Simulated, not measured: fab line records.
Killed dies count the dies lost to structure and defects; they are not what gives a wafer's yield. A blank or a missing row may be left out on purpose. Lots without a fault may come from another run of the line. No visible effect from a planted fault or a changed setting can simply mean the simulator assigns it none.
Chamber matching    flow nand harc    NHARC_A_SLIT_ETCH_24 on rie diel-02 has 4 sister chambers
The step etches the open film in CF4/CHF3, target depth 121 nm, time 60.5 s. 8 wafers are shown with their chamber, then 8 later ones without.

== WAFERS WITH THEIR CHAMBER ==
wafer   chamber  showerhead plenum p Torr (Torr)  drypump motor current A (A)
L075.2  0        1.56                             6.3
L081.4  2        1.48                             5.8
L084.1  2        1.48                             5.8
L088.6  3        1.55                             5.6
L091.1  1        1.49                             5.6
L091.4  3        1.55                             5.6
L091.6  0        1.55                             6.4
L090.1  1        1.49                             5.7

== WAFERS MISSING THEIR CHAMBER ==
wafer   showerhead plenum p Torr (Torr)  drypump motor current A (A)
L090.3  1.55                             6.3
L090.6  1.49                             5.6
L092.3  1.49                             5.6
L092.4  1.55                             5.7
L092.6  1.48                             5.8
L096.2  1.55                             5.7
L096.4  1.55                             6.4
L096.6  1.55                             6.4

== WHICH CHAMBER EACH WENT THROUGH ==
wafer   from the rows above  in truth
L090.3  0                    0
L090.6  1                    1
L092.3  1                    1
L092.4  3                    3
L092.6  2                    2
L096.2  3                    3
L096.4  0                    0
L096.6  0                    0
Placed correctly: 8 of 8. Number that these rows cannot place: 0. 0 placed wrongly.
How it was worked out, from the rows above alone: a wafer's distance from a chamber is the root of the sum, over the readings, of the square of ((its reading less the chamber's mean) divided by the reading's scatter). If the next closest chamber is less than 2 further off than the closest, the wafer can't be placed; otherwise it belongs to the closest. Each chamber's mean is taken over the wafers shown for it. The scatter: take each reading less its chamber's mean, square it, sum over the shown wafers, divide by the number of wafers less the number of chambers, and take the root.
